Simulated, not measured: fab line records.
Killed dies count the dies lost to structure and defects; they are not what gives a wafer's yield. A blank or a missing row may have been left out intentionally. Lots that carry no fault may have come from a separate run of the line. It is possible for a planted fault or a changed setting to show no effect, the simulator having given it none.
Lot-split experiment	flow n5 finfet	7 lots, 21 wafers read, on a route of 1938 steps

## ABOUT THE SPLIT
At N5_DUMMY_GATE_COAT_09 (resist thk 30 nm), the setting spin rpm was moved away from the recipe's 1500 rpm on 5 of the 21 wafers read, by -5.7% to +4.9%. The other wafers ran this setting at the recipe's value.

## FROM THE SPLIT TO THE READING: what the file shows between them, 4 steps
- N5_DUMMY_GATE_EBR_11
- N5_DUMMY_GATE_SOFTBAKE_10: time 60 s
- N5_DUMMY_GATE_EXPOSE_12: exposes mask GATE, target cd 25 nm
- N5_DUMMY_GATE_PEB_13: peb time 60 s

## THE READING
CAR-EUV_of_DUMMY_GATE_COAT_09.thk nm (the simulator's own value, which no gauge read), in nm, at N5_DUMMY_GATE_DEVELOP_14 (develop time 30 s). The file gives no usual value for it. Average 29.5 nm, standard deviation 0.093 nm, over the 16 wafers here run with the recipe.

wafer	tool, chamber at the split	spin rpm as run, rpm	against the recipe	CAR-EUV_of_DUMMY_GATE_COAT_09.thk nm, nm	against lot-mates on the recipe
L074.2	litho track-01, 0	1500	recipe	29.4	-
L074.4	litho track-01, 0	1500	recipe	29.6	-
L074.5	litho track-01, 0	1500	recipe	29.6	-
L079.1	litho track-04, 0	1500	recipe	29.6	-
L079.2	litho track-04, 0	1500	recipe	29.4	-
L079.6	litho track-04, 0	1500	recipe	29.4	-
L086.2	litho track-01, 0	1500	recipe	29.4	-
L086.5	litho track-01, 0	1415	-5.7%	30.4	+0.9
L086.6	litho track-01, 0	1500	recipe	29.6	-
L087.1	litho track-05, 0	1573	+4.9%	28.8	-0.6
L087.3	litho track-05, 0	1573	+4.9%	28.8	-0.6
L087.4	litho track-05, 0	1500	recipe	29.4	-
L088.2	litho track-01, 0	1500	recipe	29.6	-
L088.4	litho track-01, 0	1500	recipe	29.6	-
L088.6	litho track-01, 0	1500	recipe	29.6	-
L089.1	litho track-01, 0	1500	recipe	29.6	-
L089.3	litho track-01, 0	1500	recipe	29.6	-
L089.5	litho track-01, 0	1500	recipe	29.6	-
L090.3	litho track-04, 0	1571	+4.7%	28.8	-0.8
L090.6	litho track-04, 0	1571	+4.7%	28.8	-0.8
L090.5	litho track-04, 0	1500	recipe	29.6	-

THE FIT
A straight line over all 21 wafers: CAR-EUV_of_DUMMY_GATE_COAT_09.thk nm changes by -0.153 nm for each +1% of spin rpm; r = -0.98; the points scatter about the line by 0.085 nm.
The same after taking each lot's own level away (the mean of its wafers on the recipe; 21 wafers): -0.15 nm for each +1%; r = -0.98; scatter 0.081 nm.
The reading moves by 0.85 nm for the largest change in spin rpm, on that fit.
The span of the lots' own levels, 29.40 to 29.60 nm, comes to 2.2 times the standard deviation stated above.
The two slopes agree, so the slope changes little with the lot-to-lot level.
Check: with one of the wafers moved furthest among these (-5.7%) left out of the fit, the line predicts +0.824 nm for it against its lot-mates. Against them it came out at +0.9 nm.

## OTHER SPLITS APPLIED TO THESE WAFERS
Other splits were also applied to these wafers ahead of the reading. Each is held against what the fit with the lots' levels taken away leaves over:
other split on the same wafers	wafers away from the commonest value	r with CAR-EUV_of_DUMMY_GATE_COAT_09.thk nm (lot level and that fit taken away)
N5_ZERO_LAYER_ETCH_18 icp w	9	-0.09
N5_PMOS_HMC_CHANNEL_EPI_PEB_07 peb temp c	5	-0.40
N5_PMOS_HMC_CHANNEL_EPI_DEVELOP_08 develop time s	5	-0.37
N5_FIN_CUT_COAT_19 spin rpm	7	+0.26
N5_DUMMY_GATE_CVD_03 temp c	6	-0.14
N5_DUMMY_GATE_COAT_28 spin rpm	5	+0.30

## THE WHOLE CHAIN: every reading that the file lists as answering this split, in the file's order
step	what it does	reading	change (the file's fit)	r (the file's)
N5_DUMMY_GATE_COAT_09	resist thk 30 nm	CAR-EUV_of_DUMMY_GATE_COAT_09.thk nm (the simulator's own value, which no gauge read)	-0.158 nm for each +1% of the setting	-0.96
N5_DUMMY_GATE_DEVELOP_14	develop time 30 s	CAR-EUV_of_DUMMY_GATE_COAT_09.thk nm (the simulator's own value, which no gauge read)	-0.151 nm for each +1% of the setting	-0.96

## THE FILE'S OWN FIT
CAR-EUV_of_DUMMY_GATE_COAT_09.thk nm changes by -0.151 nm for each +1% of spin rpm, r = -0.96.
